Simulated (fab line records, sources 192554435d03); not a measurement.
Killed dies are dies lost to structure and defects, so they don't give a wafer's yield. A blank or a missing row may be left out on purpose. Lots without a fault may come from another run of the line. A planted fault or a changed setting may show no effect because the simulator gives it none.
A struck lot beside a sound one | flow n5_finfet | 36 steps out of a route of 1938
Sound: wafers L749.1, L749.3, L749.5. Struck: wafers L742.2, L742.5, L742.6. The cause comes at the end.
At each step with rows: each side's tool, then ch and its chambers, then its first start. Under that, the readings that differ: sound wafers | struck wafers | difference of the means | sigmas: that difference in standard deviations of wafers without a fault.
alike: readings whose means differ by less than 2 such deviations, and words and numbers that are the same on both sides. not compared: withheld readings, readings that some wafer has no value for, bounds like >300 that may hide the same value, and numbers for which the record gives no deviation and whose values overlap.
The two part at a step that has a row with sigmas, a row that says differs or no value, or rows on one side only. Numbers that don't overlap but have no deviation are shown without sigmas and don't part them. A reading that every wafer of one side lacks parts them only if that side has two wafers or more.

first, 1 step without rows for these wafers: N5_BEOL_M0_ANNEAL_119 (time 90 s).
N5_BEOL_M0_CMP_120: polishes, stops on SiOC, t overpolish 6.9 s.
  sound on cmp-04 ch 1,2,3, day 10 17:25; struck on cmp-02 ch 0,2,3, day 9 02:43
  reading                | sound          | struck         | difference | sigmas
  time_to_endpoint_s (s) | 68.0 66.1 63.8 | 56.8 60.9 55.9 | -8.1       | -3
  alike: barrier_field_endpoint_s, clearing_platen_down_force_psi, motor_current_A, overpolish_run_s, slurry_filter_dp_kPa
  not compared: pad_life_wafers
then, 3 steps without rows for these wafers: N5_BEOL_M0_PRE_CLEAN_131 (time 15 s); N5_BEOL_M0_CO_CAP_123 (material Co, precursor CCTBA/H2, target thk 2 nm, time 102.1 s); N5_BEOL_M0_PRE_CLEAN_124 (time 15 s).
N5_BEOL_M0_DEP_125: deposits SiCN from 3MS/NH3, target thk 8 nm, time 14 s.
  sound on pecvd-04 ch 0,1,2, day 10 17:55; struck on pecvd-01 ch 0,2, day 9 03:08
  reading                         | sound             | struck            | difference | sigmas
  showerhead_plenum_p_Torr (Torr) | 3.642 3.661 3.644 | 3.703 3.702 3.681 | +0.046     | +3
  alike: chamber_pressure_Torr, rf_fwd_power_W, throttle_valve_pct
N5_BEOL_M0_RS_MEAS_126: measures by four-point-probe.
  sound on film_metro-01, day 10 17:59; struck on film_metro-01, day 9 03:11
  alike: M0_RS
N5_BEOL_M0_INSPECT_127: inspects for defects (darkfield).
  sound on defect_inspect-02, day 10 18:01; struck on defect_inspect-02, day 9 03:13
  reading          | sound     | struck   | difference | sigmas
  raw_defect_count | 78 135 87 | 39 51 56 | -51        | -2
N5_BEOL_M1_ILD_DEP_00: deposits SiOC from DEMS/O2, target thk 79 nm, time 15.3 s.
  sound on pecvd-02 ch 0,1, day 10 18:02; struck on pecvd-02 ch 0,1,2, day 9 03:16
  alike: chamber_pressure_Torr, heater_power_outer_w, heater_power_w, showerhead_plenum_p_Torr, throttle_valve_pct
N5_BEOL_M1_THK_MEAS_01:
  sound on film_metro-01, day 10 18:07; struck on film_metro-01, day 9 03:19
  alike: M1_ILD_THK
then, 1 step without rows for these wafers: N5_BEOL_M1_PECVD_72 (deposits SiO2 from TEOS/O2, target thk 16 nm, time 18 s).
N5_BEOL_M1_HM_DEP_02: deposits TiN, target thk 20 nm.
  sound on pvd_sputter-01, day 10 19:28; struck on pvd_sputter-02, day 9 05:31
  no value came back on the struck wafers for chamber_pressure_pa (Pa), substrate_temp_c (C), throttle_valve_pct (%); on the sound wafers chamber_pressure_pa (Pa) reads 0.5006 0.5002 0.5012
then, 9 steps without rows for these wafers: N5_BEOL_M1_COAT_61 (time 60 s, resist thk 60 nm); N5_BEOL_M1_COAT_62 (time 60 s, resist thk 12 nm); N5_BEOL_M1_COAT_73 (time 60 s, resist thk 5 nm); N5_BEOL_M1_COAT_05 (resist thk 30 nm); N5_BEOL_M1_EBR_07; N5_BEOL_M1_SOFTBAKE_06 (time 60 s); N5_BEOL_M1_EXPOSE_08 (exposes mask M1); N5_BEOL_M1_PEB_09 (peb time 60 s); N5_BEOL_M1_DEVELOP_10 (develop time 30 s).
N5_BEOL_M1_CD_MEAS_11: target cd 17.05 nm.
  sound on cd_sem-01 ch 0, day 10 19:59; struck on cd_sem-02 ch 0, day 9 06:02
  alike: cd_nm
N5_BEOL_M1_OVL_MEAS_12:
  sound on overlay-02 ch 0, day 10 20:01; struck on overlay-02 ch 0, day 9 06:05
  reading     | sound          | struck      | difference | sigmas
  M1_OVL (nm) | -0.9 -1.6 -1.2 | 0.7 0.6 1.7 | +2.2       | +3
N5_BEOL_M1_INSPECT_13: inspects for defects (brightfield).
  sound on defect_inspect-01, day 10 20:05; struck on defect_inspect-02, day 9 06:08
  alike: raw_defect_count
N5_BEOL_M1_DESCUM_16: chemistry O2, time 7 s.
  sound on rie_diel-06 ch 2,3, day 10 21:02; struck on rie_diel-04 ch 1,2,3, day 9 06:26
  alike: drypump_motor_current_A, oes_product_au, rf_vpp_V, showerhead_plenum_p_Torr, throttle_valve_pct
  not compared: rf_hours_counter_h
then, 6 steps without rows for these wafers: N5_BEOL_M1_ETCH_74 (etches underlayer in N2/H2, target depth 6.5 nm, time 5.2 s); N5_BEOL_M1_ETCH_63 (etches SiARC in CF4, target depth 15.6 nm, time 26 s); N5_BEOL_M1_ETCH_64 (etches SOC in N2/H2, target depth 75 nm, overetch 15 nm, time 112.5 s); N5_BEOL_M1_STRIP_65 (strips in N2/H2); N5_BEOL_M1_STRIP_75 (strips in N2/H2); N5_BEOL_M1_STRIP_66 (strips in CF4).
N5_BEOL_M1_HM_OPEN_17: chemistry Cl2/BCl3, target TiN, target depth 20 nm, overetch 6 nm.
  sound on rie_metal-01 ch 1, day 10 21:16; struck on rie_metal-02 ch 0,1, day 9 06:40
  reading                  | sound             | struck            | difference | sigmas
  oes_product_au (a.u.)    | 0.57 0.57 0.57    | 0.23 0.23 0.24    | -0.34      | -3
  throttle_valve_pct (%)   | 22.20 22.21 22.22 | 22.80 22.84 22.61 | +0.54      | +3
  model.etch.depth_nm (nm) | 19.93 19.98 20.02 | 0 0 0             | -20        |
  alike: drypump_motor_current_A
  not compared: rf_hours_counter_h
N5_BEOL_M1_STRIP_19: strips in O2.
  sound on rie_diel-01 ch 1,2,3, day 10 21:33; struck on rie_diel-06 ch 1,2, day 9 06:47
  alike: drypump_motor_current_A, oes_product_au, rf_vpp_V, showerhead_plenum_p_Torr, throttle_valve_pct
  not compared: rf_hours_counter_h
N5_BEOL_M1_CD_MEAS_18: pitch 36 nm, target cd 18 nm.
  sound on cd_sem-03, day 10 21:37; struck on cd_sem-02, day 9 06:52
  reading    | sound             | struck | difference                    | sigmas
  cd_nm (nm) | 18.19 18.27 17.58 | - - -  | no value on the struck wafers |
then, 1 step without rows for these wafers: N5_BEOL_M1_COAT_67 (time 60 s, resist thk 60 nm).
N5_BEOL_M4_RC_MEAS_101:
  the record has rows for the sound wafers here (prober-02 ch 0, day 13 22:58) and none for the struck ones

WHERE THEY PART
First at N5_BEOL_M0_CMP_120; last, within this record, at N5_BEOL_M4_RC_MEAS_101.

WHY: what the simulator had put in
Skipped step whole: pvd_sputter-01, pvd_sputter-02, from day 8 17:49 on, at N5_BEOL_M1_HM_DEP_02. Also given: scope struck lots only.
